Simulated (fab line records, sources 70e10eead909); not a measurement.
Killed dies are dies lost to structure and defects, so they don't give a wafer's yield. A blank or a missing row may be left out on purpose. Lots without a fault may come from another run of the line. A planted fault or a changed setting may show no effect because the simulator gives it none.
Chamber matching | flow nand_harc | NHARC_P_CONTACT_DEP_30 on pecvd-04: 3 sister chambers
The step deposits SiNx, target thk 30 nm. 3 wafers are shown with their chamber, then 10 later ones without.

WAFERS WITH THEIR CHAMBER
wafer  | chamber | heater_power_w (W)
L083.1 | 2       | 847
L086.2 | 0       | 714
L086.5 | 1       | 619

WAFERS WITHOUT THEIR CHAMBER
wafer  | heater_power_w (W)
L086.6 | 697
L092.1 | 821
L092.3 | 674
L092.6 | 687
L095.2 | 820
L095.3 | 716
L095.6 | 679
L097.1 | 614
L097.2 | 669
L097.4 | 682

WHICH CHAMBER EACH WENT THROUGH
wafer  | from the rows above     | in truth
L086.6 | 0                       | 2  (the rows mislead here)
L092.1 | 2                       | 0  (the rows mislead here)
L092.3 | can't be placed: 0 or 1 | 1
L092.6 | can't be placed: 0 or 1 | 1
L095.2 | 2                       | 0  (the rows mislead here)
L095.3 | 0                       | 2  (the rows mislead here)
L095.6 | can't be placed: 0 or 1 | 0
L097.1 | 1                       | 1
L097.2 | can't be placed: 0 or 1 | 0
L097.4 | can't be placed: 0 or 1 | 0
Placed correctly: 1 of 10. Can't be placed from these rows: 5 (the true chamber is among the candidates in 5). Placed wrongly: 4.
How it was worked out, from the rows above alone: a wafer's distance from a chamber is the root of the sum, over the readings, of the square of ((its reading less the chamber's mean) divided by the reading's scatter). The wafer belongs to the nearest chamber; if the next one is less than 2 further off, it can't be placed. A chamber's mean is the mean of its shown wafers. The scatter: with one shown wafer a chamber, the root of the mean of the squares of how far each hidden wafer lies from its nearest shown one.
